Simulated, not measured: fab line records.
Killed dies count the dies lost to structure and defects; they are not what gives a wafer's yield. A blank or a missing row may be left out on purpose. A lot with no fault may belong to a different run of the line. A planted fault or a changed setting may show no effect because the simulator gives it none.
fab line records	flow nand-harc
[record] lots = 12	wafers = 34	last-day = 33
route steps=1302 shown P_GATE@147 P_CONTACT@217 END@1302
lots that met no fault: from a run of the same line without faults
start-h: the number of hours between the record's first day and the start of the first shown wafer of the lot	wait-h: time in hours since the lot's previous step	" as in the row above	L1.1+2: several wafers, shown together as one row	- value missing, or start not given	* or withheld: withheld	< > ~ a bound
route shown NAME@n: NAME is a module with steps in the file, n the number in the route of the first one	usual: mean/standard deviation of fault-free wafers	same: alike in all rows	chamber/n: place in a boat	sites: the reading at each site	_std_site: the standard deviation of these	_edge_site: inner sites' mean taken away from outer sites' mean	radius-mm: for every site, how far away it sits from the centre of the wafer	mask NAME#n: copy n	behind: the most recent tool/chamber to have shaped the wafer	hold: the reason the lot was held/the length of the hold in hours/how it ended	device: transistor that didn't switch, given as n, p or np	end of line: the same wafers' tests at the end of the route	for a step that has no rows: nothing shown but its recipe	killed: count of dies lost to structure and defects at first sort (not the wafer's yield)	map: a wafer's dies, marking killed ones x, the rest . and places with no die _
set.NAME: the setting the step ran with; set.NAME@STEP: the setting that earlier step ran with	model.NAME: the simulator's own value behind a step, which no gauge read
route steps across a sampled set of lots; one table per step, one row per wafer
services: a tool's chamber out of use, with start hour (start-h, from the record's first day; less than 0 if before it), hours out, and reason
[[steps]]
[step NHARC_P_GATE_STRIP_106]
[recipe] o2-flow-sccm = 400	cos-flow-sccm = 20	ar-flow-sccm = 0	bias-w = 0	chemistry = O2/COS
lot.wafer	tool	chamber	start-h	wait-h
L534.4+3+6	rie-diel-02	3,1,3	109	-
L535.3+1+6	rie-diel-07	3,0,3	112	-
L538.2+3+6	rie-diel-07	2,3,2	145	-
L539.4+1+2	rie-diel-07	1,2,3	155	-
L541.3+6+5	rie-diel-07	3,3,0	176	-
L542.2+3+4	rie-diel-01	3,0,1	187	-
L545.4+6+5	rie-diel-01	0,2,3	219	-
L547.2+1+3	rie-diel-07	2,3,0	242	-
L548.3+5+6	rie-diel-01	3,2,3	251	-
L549.3+4+6	rie-diel-01	0,3,1	258	-
L551.4	rie-diel-07	3	279	-
L556.3+4+5	rie-diel-01	0,2,0	326	-
[step NHARC_P_GATE_DESCUM_48]
[recipe] time-s = 3	o2-flow-sccm = 200	ar-flow-sccm = 0	bias-power-w = 0	chemistry = O2
[usual] drypump-motor-current-A = 5.8/0.37	oes-product-au = 1.001/0.01	rf-vpp-V = 57.7/0.88	showerhead-plenum-p-Torr = 1.88/0.072	throttle-valve-pct = 11.312/0.0095
[same] bias-power-w = 0
lot.wafer	tool	chamber	start-h	wait-h	drypump-motor-current-A	oes-product-au	rf-hours-counter-h	rf-vpp-V	showerhead-plenum-p-Torr	throttle-valve-pct
L534.4	rie-diel-02	1	121.01	-	6.0	1.000	3	57.3	1.80	11.326
L534.3	"	2	"	"	6.1	0.993	4	56.3	1.81	11.325
L534.6	"	2	"	"	6.0	0.980	-	57.0	1.81	11.310
L535.1	rie-diel-02	1	124.13	-	6.0	1.007	3	56.3	1.80	11.319
L535.3	"	2	"	"	6.1	0.982	4	56.3	1.81	11.306
L535.6	"	0	"	"	5.6	0.988	-	59.1	1.85	11.317
L538.2	rie-diel-07	3	157.24	-	6.4	1.020	1	57.5	1.83	11.325
L538.3	"	0	"	"	5.1	0.998	1	59.7	2.05	11.311
L538.6	"	0	"	"	5.1	0.987	-	57.7	2.05	11.309
L539.2	rie-diel-02	1	169.41	-	6.0	1.015	6	57.3	1.80	11.308
L539.1	"	3	"	"	5.9	1.000	7	56.9	1.84	11.317
L539.4	"	0	"	"	5.6	0.997	6	57.6	1.85	11.314
L541.3	rie-diel-01	2	193.95	-	5.3	1.007	10	58.9	1.92	11.317
L541.5	"	1	"	"	5.4	1.011	-	57.8	1.85	11.320
L541.6	"	2	"	"	5.3	0.999	-	56.7	1.92	11.322
L542.3	rie-diel-01	2	199.37	-	5.3	1.011	10	57.4	1.92	11.297
L542.2	"	3	"	"	5.6	1.008	8	58.3	1.86	11.313
L542.4	"	2	"	"	5.3	1.012	-	57.1	1.92	11.324
L545.4	rie-diel-01	2	230.66	-	5.3	0.992	2	57.4	1.92	11.304
L545.5	"	1	"	"	5.4	1.021	-	58.4	1.85	11.308
L545.6	"	2	"	"	5.3	1.002	-	57.6	1.92	11.306
L547.3	rie-diel-07	3	260.42	-	6.4	1.009	9	57.8	1.83	11.296
L547.2	"	0	"	"	5.1	0.978	8	58.4	2.05	11.323
L547.1	"	1	"	"	5.6	0.991	10	56.5	1.84	11.318
L548.3	rie-diel-02	3	263.26	-	6.0	0.996	2	57.5	1.84	11.292
L548.5	"	1	"	"	6.0	1.010	-	57.5	1.80	11.312
L548.6	"	2	"	"	6.1	1.000	-	56.1	1.81	11.309
L549.3	rie-diel-07	3	270.57	-	6.4	1.004	9	57.8	1.83	11.322
L549.4	"	0	"	"	5.1	0.990	8	57.8	2.05	11.309
L549.6	"	3	"	"	6.4	1.010	-	57.4	1.83	11.321
L551.4	rie-diel-02	3	291.24	-	5.9	1.003	4	57.6	1.84	11.297
L556.3	rie-diel-07	1	338.52	-	5.6	1.006	2	56.3	1.84	11.309
L556.4	"	2	"	"	6.0	1.002	2	57.7	1.97	11.300
L556.5	"	3	"	"	6.4	1.011	-	58.7	1.83	11.297
[step NHARC_P_GATE_INSPECT_68]
[usual] raw-defect-count = 217/91
lot.wafer	tool	chamber	start-h	wait-h	hold	raw-defect-count
L534.3	defect-inspect-02	-	127.40	0.1	-	209
L534.4	"	-	"	"	-	124
L534.6	"	-	"	"	-	122
L535.1	defect-inspect-02	-	130.63	0.2	-	179
L535.3	"	-	"	"	-	120
L535.6	"	-	"	"	-	143
L538.2	defect-inspect-01	-	163.61	0.1	-	207
L538.3	"	-	"	"	-	208
L538.6	"	-	"	"	-	163
L539.1	defect-inspect-02	-	175.67	0.2	-	152
L539.2	"	-	"	"	-	231
L539.4	"	-	"	"	-	178
L541.3	defect-inspect-02	-	200.25	0.1	-	224
L541.5	"	-	"	"	-	268
L541.6	"	-	"	"	-	202
L542.2	defect-inspect-02	-	205.88	0.1	-	245
L542.3	"	-	"	"	-	246
L542.4	"	-	"	"	-	134
L545.4	defect-inspect-01	-	237.08	0.1	-	243
L545.5	"	-	"	"	-	175
L545.6	"	-	"	"	-	216
L547.1	defect-inspect-01	-	266.76	0.2	-	208
L547.2	"	-	"	"	-	154
L547.3	"	-	"	"	-	219
L548.3	defect-inspect-01	-	269.61	0.1	-	147
L548.5	"	-	"	"	-	289
L548.6	"	-	"	"	-	148
L549.3	defect-inspect-01	-	276.92	0.1	-	234
L549.4	"	-	"	"	-	137
L549.6	"	-	"	"	-	98
L551.4	defect-inspect-01	-	297.62	0.1	await-dispo/0.2h/release	1642
L551.4	defect-inspect-01	-	297.79	0.2	-	1653
L556.3	defect-inspect-01	-	355.06	0.1	-	125
L556.4	"	-	"	"	-	185
L556.5	"	-	"	"	-	160
[step NHARC_P_CONTACT_DEP_30]
[recipe] target-thk-a = 300	temp-c = 400	target-thk-nm = 30	flow-sccm = 200	rf-w = 450	material = SiNx
[usual] heater-power-outer-w = 413/68	heater-power-w = 679/71	rf-fwd-power-W = 448.7/1.2
lot.wafer	tool	chamber	start-h	wait-h	hold	heater-power-outer-w	heater-power-w	rf-fwd-power-W	since-wet-clean-h
L534.3	pecvd-03	1	127.46	0.1	-	331	670	449.0	102
L534.4	"	2	"	"	-	490	753	449.9	-
L534.6	"	0	"	"	-	342	610	448.6	-
L535.1	pecvd-01	0	130.70	0.1	-	519	745	450.1	167
L535.3	"	2	"	"	-	415	676	449.5	167
L535.6	"	2	"	"	-	416	671	449.2	-
L538.3	pecvd-01	2	163.72	0.1	-	341	592	448.7	19
L538.2	"	0	"	"	-	449	668	447.4	19
L538.6	"	0	"	"	-	469	674	446.6	-
L539.1	pecvd-01	2	175.73	0.1	-	417	695	448.1	31
L539.2	"	0	"	"	-	549	814	447.5	31
L539.4	"	1	"	"	-	396	661	448.4	-
L541.3	pecvd-01	1	200.32	0.1	-	382	655	448.3	56
L541.5	"	1	"	"	-	388	659	448.3	-
L541.6	"	2	"	"	-	424	683	449.7	-
L542.3	pecvd-01	1	205.98	0.1	-	420	732	448.4	61
L542.2	"	2	"	"	-	338	580	452.0	61
L542.4	"	1	"	"	-	432	726	451.0	-
L545.5	pecvd-03	2	237.26	0.2	-	451	669	447.6	-
L545.4	"	0	"	"	-	351	630	449.3	-
L545.6	"	1	"	"	-	328	629	448.2	-
L547.3	pecvd-01	0	266.83	0.1	-	573	817	448.4	122
L547.1	"	1	"	"	-	412	679	449.2	122
L547.2	"	2	"	"	-	436	678	446.1	122
L548.3	pecvd-01	2	269.68	0.1	-	355	604	449.0	125
L548.5	"	2	"	"	-	370	623	448.2	-
L548.6	"	1	"	"	-	428	717	448.7	-
L549.3	pecvd-01	1	277.06	0.1	-	404	679	451.1	132
L549.6	"	2	"	"	-	356	610	450.0	-
L549.4	"	0	"	"	-	480	701	447.7	-
L551.4	pecvd-01	0	304.93	7.1	await-dispo/6.6h/release	534	776	451.5	-
L556.4	pecvd-04	2	355.24	0.2	-	406	629	447.7	-
L556.3	"	1	"	"	-	430	743	448.6	-
L556.5	"	2	"	"	-	402	640	447.6	-
[step NHARC_P_CONTACT_DEP_00]
[recipe] target-thk-a = 5000	temp-c = 400	pressure-torr = 6.5	rf-w = 900	teos-flow-sccm = 161.4	flow-sccm = 2650	target-thk-nm = 500	gas = O2	material = SiO2
[usual] heater-power-outer-w = 294/79	heater-power-w = 518/82	rf-fwd-power-W = 898.2/2.5	throttle-valve-pct = 16.1/0.61
lot.wafer	tool	chamber	start-h	wait-h	heater-power-outer-w	heater-power-w	rf-fwd-power-W	since-wet-clean-h	throttle-valve-pct
L534.3	pecvd-03	1	-	-	220	504	900.5	102	15.9
L534.4	"	2	"	"	376	602	898.7	-	15.8
L534.6	"	0	"	"	227	478	897.2	-	16.9
L535.1	pecvd-01	0	-	-	391	572	899.5	167	17.1
L535.3	"	2	"	"	253	484	899.9	167	15.8
L535.6	"	2	"	"	266	493	898.5	-	15.7
L538.3	pecvd-01	2	-	-	294	505	896.1	19	15.9
L538.2	"	0	"	"	409	589	893.7	19	16.6
L538.6	"	0	"	"	419	630	894.8	-	16.4
L539.1	pecvd-01	2	-	-	255	492	901.5	31	15.7
L539.2	"	0	"	"	459	679	895.0	31	16.4
L539.4	"	1	"	"	304	549	894.3	-	15.6
L541.3	pecvd-01	1	-	-	255	482	898.7	56	15.8
L541.5	"	1	"	"	277	507	901.2	-	15.3
L541.6	"	2	"	"	255	471	898.2	-	15.9
L542.3	pecvd-01	1	-	-	313	547	902.7	62	15.5
L542.2	"	2	"	"	290	511	900.2	62	15.9
L542.4	"	1	"	"	313	557	900.8	-	15.7
L545.5	pecvd-03	2	-	-	350	552	896.0	-	15.0
L545.4	"	0	"	"	188	381	897.3	-	17.3
L545.6	"	1	"	"	213	472	898.4	-	16.3
L547.3	pecvd-01	0	-	-	448	651	897.5	122	16.8
L547.1	"	1	"	"	306	544	900.3	122	15.9
L547.2	"	2	"	"	269	488	896.3	122	16.2
L548.3	pecvd-01	2	-	-	299	541	898.6	125	15.8
L548.5	"	2	"	"	211	411	900.4	-	16.1
L548.6	"	1	"	"	303	555	897.6	-	15.6
L549.3	pecvd-01	1	-	-	281	531	894.0	133	15.7
L549.6	"	2	"	"	307	555	893.0	-	16.0
L549.4	"	0	"	"	423	611	896.6	-	16.7
L551.4	pecvd-01	0	-	-	397	583	895.1	-	17.1
L556.4	pecvd-04	2	355.60	0.3	189	355	898.4	-	15.9
L556.3	"	1	"	"	299	559	899.3	-	16.4
L556.5	"	2	"	"	213	394	898.0	-	16.0
[step NHARC_P_CONTACT_CD_MEAS_12]
[recipe] target-cd-nm = 90	landing-energy-ev = 500
[usual] cd-nm = 90.2/0.79
lot.wafer	tool	chamber	start-h	wait-h	cd-nm
L534.3	cd-sem-01	0	129.01	-	90.6
L534.4	"	0	"	"	91.3
L534.6	"	0	"	"	91.1
L535.1	cd-sem-02	0	132.24	-	89.7
L535.3	"	0	"	"	89.4
L535.6	"	0	"	"	89.1
L538.2	cd-sem-03	0	165.10	-	89.0
L538.3	"	0	"	"	89.0
L538.6	"	0	"	"	89.9
L539.1	cd-sem-03	0	177.27	-	91.2
L539.2	"	0	"	"	91.7
L539.4	"	0	"	"	91.8
L541.3	cd-sem-03	0	201.87	-	89.5
L541.5	"	0	"	"	89.1
L541.6	"	0	"	"	89.6
L542.2	cd-sem-02	0	207.40	-	90.7
L542.3	"	0	"	"	90.0
L542.4	"	0	"	"	89.8
L545.4	cd-sem-01	0	238.70	-	90.9
L545.5	"	0	"	"	91.5
L545.6	"	0	"	"	90.5
L547.1	cd-sem-01	0	268.25	-	92.2
L547.2	"	0	"	"	89.9
L547.3	"	0	"	"	90.6
L548.3	cd-sem-01	0	271.25	-	90.5
L548.5	"	0	"	"	89.7
L548.6	"	0	"	"	90.1
L549.3	cd-sem-02	0	278.41	-	89.0
L549.4	"	0	"	"	90.2
L549.6	"	0	"	"	89.7
L551.4	cd-sem-02	0	306.48	-	90.8
L556.3	cd-sem-01	0	356.91	-	89.0
L556.4	"	0	"	"	89.5
L556.5	"	0	"	"	89.3
[step NHARC_END_SORT_01]
[recipe] temp-c = 25
[usual] killed-at-array = 52/18	killed-at-other = 1.2/1.5	killed-at-periphery = 4/3.2	killed-dies = 57/17	killed-open = 3.1/1.9	killed-short = 2.5/1.7
[same] gross-dies = 677
lot.wafer	tool	chamber	start-h	wait-h	killed-at-array	killed-at-other	killed-at-periphery	killed-dies	killed-open	killed-short
L545.4	prober-02	0	687.94	3.4	65	0	3	68	2	1
L545.5	prober-02	0	688.74	3.7	70	0	5	75	0	2
L545.6	prober-02	0	689.54	4.0	68	0	2	70	7	3
L547.1	prober-01	0	703.13	2.5	85	0	3	88	6	2
L547.2	prober-01	0	703.92	2.8	61	0	1	62	3	1
L547.3	prober-01	0	704.71	3.1	72	1	1	74	0	4
L548.3	prober-02	0	708.77	3.1	32	0	1	33	1	1
L549.3	prober-02	0	728.70	3.1	73	0	2	75	5	6
L549.4	prober-02	0	729.49	3.4	51	5	2	58	3	0
L549.6	prober-02	0	731.09	4.0	41	4	1	46	6	3
L551.4	prober-01	0	782.13	3.4	71	3	73	147	0	3
// killed by level:class
L545.4 A_SLIT:chamber-film-flake=30 A_CHANNEL_HOLE_D1:chamber-film-flake=28 A_CONTACT:chamber-film-flake=3 P_GATE:chamber-film-flake=2 A_ONON_D2:geometric-particle:short=1 A_ONON_D2:geometric-particle:open=1 A_M0:geometric-particle:open=1 P_ZERO_WELL:chamber-film-flake=1
L545.5 A_CHANNEL_HOLE_D1:chamber-film-flake=38 A_SLIT:chamber-film-flake=25 P_GATE:chamber-film-flake=4 A_ZERO_WELL:chamber-film-flake=3 A_STAIRCASE:chamber-film-flake=3 P_M0:geometric-particle:short=1 A_ONON_D1:geometric-particle:short=1
L545.6 A_SLIT:chamber-film-flake=27 A_CHANNEL_HOLE_D1:chamber-film-flake=26 A_ONON_D2:geometric-particle:open=3 A_ZERO_WELL:chamber-film-flake=3 A_BLC:geometric-particle:open=2 A_CONTACT:chamber-film-flake=2 A_CHANNEL_FILL_D1:geometric-particle:open=1 A_ONON_D2:geometric-particle:short=1
L547.1 A_SLIT:chamber-film-flake=36 A_CHANNEL_HOLE_D1:chamber-film-flake=33 A_WL_FILL:chamber-film-flake=4 A_CHANNEL_FILL_D2:chamber-film-flake=3 A_ONON_D2:geometric-particle:open=2 P_GATE:geometric-particle:open=1 P_M0:geometric-particle:open=1 A_CHANNEL_FILL_D1:geometric-particle:short=1
L547.2 A_SLIT:chamber-film-flake=32 A_CHANNEL_HOLE_D1:chamber-film-flake=20 A_WL_FILL:chamber-film-flake=3 A_ONON_D1:geometric-particle:open=2 A_CONTACT:chamber-film-flake=2 P_M0:geometric-particle:open=1 A_SGD_CUT:geometric-particle:short=1 A_STAIRCASE:chamber-film-flake=1
L547.3 A_SLIT:chamber-film-flake=36 A_CHANNEL_HOLE_D1:chamber-film-flake=27 A_WL_FILL:chamber-film-flake=3 P_CONTACT:geometric-particle:short=1 A_CHANNEL_FILL_D1:geometric-particle:short=1 A_ONON_D2:geometric-particle:short=1 A_CHANNEL_HOLE_D2:geometric-particle:short=1 A_CHANNEL_FILL_D1:chamber-film-flake=1
L548.3 A_CHANNEL_HOLE_D2:chamber-film-flake=14 A_CHANNEL_HOLE_D1:chamber-film-flake=9 A_STAIRCASE:chamber-film-flake=3 A_SLIT:chamber-film-flake=2 A_ONON_D1:geometric-particle:short=1 A_ONON_D2:geometric-particle:open=1 P_CONTACT:chamber-film-flake=1 A_ZERO_WELL:chamber-film-flake=1
L549.3 A_SLIT:chamber-film-flake=40 A_CHANNEL_HOLE_D1:chamber-film-flake=18 A_WL_FILL:geometric-particle:open=3 A_ONON_D1:geometric-particle:short=2 A_STAIRCASE:chamber-film-flake=2 P_GATE:geometric-particle:short=1 A_ONON_D1:geometric-particle:open=1 A_CHANNEL_FILL_D1:geometric-particle:short=1
L549.4 A_SLIT:chamber-film-flake=29 A_CHANNEL_HOLE_D1:chamber-film-flake=13 THIN_TSV:chamber-film-flake=5 A_CONTACT:chamber-film-flake=4 A_STAIRCASE:chamber-film-flake=3 P_M2:geometric-particle:open=1 A_DECK1_JOINT:geometric-particle:open=1 A_CHANNEL_FILL_D2:geometric-particle:open=1
L549.6 A_SLIT:chamber-film-flake=24 A_CHANNEL_HOLE_D1:chamber-film-flake=5 THIN_TSV:chamber-film-flake=4 A_WL_FILL:geometric-particle:open=3 A_CONTACT:chamber-film-flake=2 P_GATE:geometric-particle:open=1 A_ONON_D1:geometric-particle:open=1 A_DECK1_JOINT:geometric-particle:short=1
L551.4 P_GATE:unspecified=73 A_CHANNEL_HOLE_D1:chamber-film-flake=30 A_CHANNEL_HOLE_D2:chamber-film-flake=23 A_SLIT:chamber-film-flake=5 A_CHANNEL_FILL_D2:chamber-film-flake=3 A_CONTACT:chamber-film-flake=3 THIN_TSV:chamber-film-flake=3 A_STAIRCASE:chamber-film-flake=2
[[services]]
tool	chamber	start-h	hours	kind
pecvd-04	-	88.00	13.0	pm
rie-diel-07	-	89.18	0.6	repair
rie-diel-07	-	117.20	9.0	pm
pecvd-01	-	120.11	0.5	repair
pecvd-01	-	127.34	1.6	repair
pecvd-01	-	131.73	13.0	pm
pecvd-03	-	151.22	1.7	repair
rie-diel-01	0	188.55	13.6	repair
pecvd-03	-	193.25	13.0	pm
rie-diel-02	1	199.48	5.8	repair
rie-diel-01	-	203.80	9.0	pm
pecvd-01	-	210.73	13.2	repair
rie-diel-02	-	216.70	9.0	pm
rie-diel-01	0	225.05	2.0	repair
rie-diel-07	0	225.93	9.2	repair
rie-diel-02	1	236.01	5.9	repair
pecvd-03	-	244.12	1.5	repair
rie-diel-02	0	246.96	6.5	repair
pecvd-01	-	266.16	0.3	repair
rie-diel-07	-	294.20	9.0	pm
pecvd-01	-	312.73	13.0	pm
rie-diel-01	2	316.13	4.5	repair
rie-diel-01	2	347.46	2.2	repair
pecvd-01	2	350.43	2.0	repair
[[key]]
[first-sign] step = NHARC_P_GATE_INSPECT_68	reading = raw-defect-count	direction = up	sigmas = 16	usual = 217	struck = 1642
[effect] step = NHARC_P_GATE_INSPECT_68	reading = hold	direction = added
[effect] step = NHARC_END_SORT_01	reading = killed-at-periphery	direction = up	sigmas = 22	usual = 4	struck = 73
[more-kills-born-at] NHARC_P_GATE_STRIP_106@rie-diel-07 = 73
met-at NHARC_P_GATE_STRIP_106
struck-lots L551
struck-wafers L551.4
tester-left-out L551
not-acting-at NHARC_P_GATE_DESCUM_48,NHARC_P_CONTACT_DEP_00,NHARC_P_CONTACT_CD_MEAS_12
onset-between 242 279
[fault] kind = chamber-particle-source	tool = rie-diel-07	chamber = 3	onset-h = 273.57	steps = NHARC_P_GATE_STRIP_106	rate-per-visit-cm2 = 2.1189	end-h = 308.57
// tester-left-out: of these lots the tester's yield and bins aren't shown, on N5 and GAA mostly nor the transistor test; their killed dies are dies lost to structure and defects alone, not to doping, threshold or leakage, so they don't give the yield
